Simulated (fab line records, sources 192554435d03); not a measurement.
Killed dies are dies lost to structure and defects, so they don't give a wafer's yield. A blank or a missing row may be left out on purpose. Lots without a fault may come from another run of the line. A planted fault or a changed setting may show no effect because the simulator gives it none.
A struck lot beside a sound one | flow n5_finfet | 40 steps out of a route of 1938
Sound: wafers L512.1, L512.4, L512.5. Struck: wafers L515.3, L515.4, L515.5. The cause comes at the end.
At each step with rows: each side's tool, then ch and its chambers, then its first start. Under that, the readings that differ: sound wafers | struck wafers | difference of the means | sigmas: that difference in standard deviations of wafers without a fault.
alike: readings whose means differ by less than 2 such deviations, and words and numbers that are the same on both sides. not compared: withheld readings, readings that some wafer has no value for, bounds like >300 that may hide the same value, and numbers for which the record gives no deviation and whose values overlap.
The two part at a step that has a row with sigmas, a row that says differs or no value, or rows on one side only. Numbers that don't overlap but have no deviation are shown without sigmas and don't part them. A reading that every wafer of one side lacks parts them only if that side has two wafers or more.

first, 12 steps without rows for these wafers: N5_SD_EPI_N_STRIP_36 (strips in N2/H2); N5_SD_EPI_N_ETCHBACK_44 (etches SiNx in CH3F/O2, stops on SiO2, target depth 14.5 nm); N5_SD_EPI_N_ETCH_45 (etches SiOCN in CH3F/O2, target depth 6 nm); N5_SD_EPI_N_ETCH_16 (etches SiO2 in CHF3/O2, target depth 5 nm); N5_SD_EPI_N_STRIP_47 (strips in CHF3/O2); N5_SD_EPI_N_SD_RECESS_17 (chemistry HBr/Cl2/O2, target depth 41 nm, time 23.7 s, bt time 3 s); N5_SD_EPI_N_STRIP_38 (strips in N2/H2); N5_SD_EPI_N_WET_ETCH_43 (etches SiO2 in dHF, time 14 s, target depth 1.5 nm); N5_SD_EPI_N_STRIP_18 (strips in SPM, time 750 s); N5_SD_EPI_N_SRD_20 (time 30 s); N5_SD_EPI_N_PRECLEAN_48 (cleans in NF3:NH3, afs cycles 2, time 20 s, sublimation time 60 s); N5_SD_EPI_N_VAPOR_ETCH_50 (etches Si in HCl, time 54 s).
N5_SD_EPI_N_EPI_21: deposits Si:P, time 690 s.
  sound on epi_rpcvd-03 ch 0, day 6 06:30; struck on epi_rpcvd-02 ch 0, day 6 20:57
then, 24 steps without rows for these wafers: N5_SD_EPI_N_PRECLEAN_24 (cleans in O3/DIW, time 60 s); N5_SD_EPI_N_SRD_25 (time 30 s); N5_SD_EPI_N_PRECLEAN_49 (cleans in NF3:NH3, afs cycles 1, time 20 s, sublimation time 60 s); N5_SD_EPI_N_LINER_46 (material SiNx, target thk 3 nm); N5_SD_EPI_P_COAT_34 (time 60 s, resist thk 350 nm); N5_SD_EPI_P_COAT_35 (time 60 s, resist thk 35 nm); N5_SD_EPI_P_COAT_03 (resist thk 150 nm); N5_SD_EPI_P_EBR_05; N5_SD_EPI_P_SOFTBAKE_04 (time 60 s); N5_SD_EPI_P_EXPOSE_06 (exposes mask SD P BLK, target cd 240 nm); N5_SD_EPI_P_PEB_07 (peb time 60 s); N5_SD_EPI_P_DEVELOP_08 (develop time 30 s); N5_SD_EPI_P_DESCUM_14 (chemistry O2, time 7.9 s); N5_SD_EPI_P_ETCH_36 (etches SiARC in CF4, target depth 45.5 nm, time 75.8 s); N5_SD_EPI_P_ETCH_37 (etches SOC in N2/H2, overetch 108 nm, time 486 s); N5_SD_EPI_P_STRIP_38 (strips in N2/H2); N5_SD_EPI_P_ETCHBACK_46 (etches SiNx in CH3F/O2, stops on SiO2, target depth 17.5 nm); N5_SD_EPI_P_ETCH_47 (etches SiOCN in CH3F/O2, target depth 25 nm); N5_SD_EPI_P_ETCH_16 (etches SiO2 in CHF3/O2, target depth 5 nm); N5_SD_EPI_P_STRIP_50 (strips in CHF3/O2); N5_SD_EPI_P_SD_RECESS_17 (chemistry HBr/Cl2/O2, target depth 39.1 nm, bt time 3 s); N5_SD_EPI_P_WET_ETCH_45 (etches SiO2 in dHF, time 10.7 s, target depth 2 nm, rinse time 30 s); N5_SD_EPI_P_STRIP_40 (strips in N2/H2); N5_SD_EPI_P_PRECLEAN_52 (cleans in O3/DIW, time 60 s).
N5_SD_ACTIVATION_RS_MEAS_03: measures by four-point-probe.
  sound on film_metro-02, day 6 15:07; struck on film_metro-01, day 7 03:52
  reading          | sound             | struck            | difference | sigmas
  RS_SD_N (ohm/sq) | 21.70 22.37 21.86 | 23.02 22.82 22.62 | +0.84      | +3
  alike: RS_SD_P
-- the record jumps here: 5 days lie between the struck wafers' starts before and after (it left off in module SD_ACTIVATION and takes up again in module BEOL_M4, whose first step shown is number 1111 of the route) --
N5_BEOL_M4_RC_MEAS_101:
  sound on prober-01 ch 0, day 11 16:16; struck on prober-01 ch 0, day 11 22:14
  reading          | sound          | struck         | difference | sigmas
  ION_N (uA/um)    | 691 687 674    | 661 649 647    | -32        | -3
  RC_N (ohm.um)    | 15.8 15.4 15.7 | 16.5 16.3 16.4 | +0.8       | +2
  REXT_N (ohm.um)  | 74.2 75.3 75.2 | 81.7 80.9 81.1 | +6.3       | +4
  RS_SD_N (ohm/sq) | 28.6 28.7 28.2 | 29.6 29.6 29.4 | +1.0       | +3
  VT_P (mV)        | -243 -244 -242 | -248 -252 -251 | -7         | -2
  alike: DIBL_N, DIBL_P, IOFF_N, IOFF_P, ION_P, SS_N, SS_P, VT_N
-- the record jumps here: 4 days lie between the struck wafers' starts before and after (it left off in module BEOL_M4 and takes up again in module PASSIVATION, whose first step shown is number 1936 of the route) --
N5_PASSIVATION_PROBE_49:
  sound on prober-02, day 16 04:32; struck on prober-01, day 16 09:49
  alike: defect_limited_yield, killed_at_M0_to_M3, killed_at_M4_up, killed_at_contacts, killed_at_front_end, killed_at_other, killed_dies, killed_on_rim, killed_open, killed_short, sort_bin_5_function, sort_bin_6_memory, sort_bin_8_speed, sort_n_pass, sort_yield_pct

WHERE THEY PART
First at N5_SD_ACTIVATION_RS_MEAS_03; last, within this record, at N5_BEOL_M4_RC_MEAS_101. Later steps at which nothing parts them and some readings are alike: N5_PASSIVATION_PROBE_49.

WHY: what the simulator had put in
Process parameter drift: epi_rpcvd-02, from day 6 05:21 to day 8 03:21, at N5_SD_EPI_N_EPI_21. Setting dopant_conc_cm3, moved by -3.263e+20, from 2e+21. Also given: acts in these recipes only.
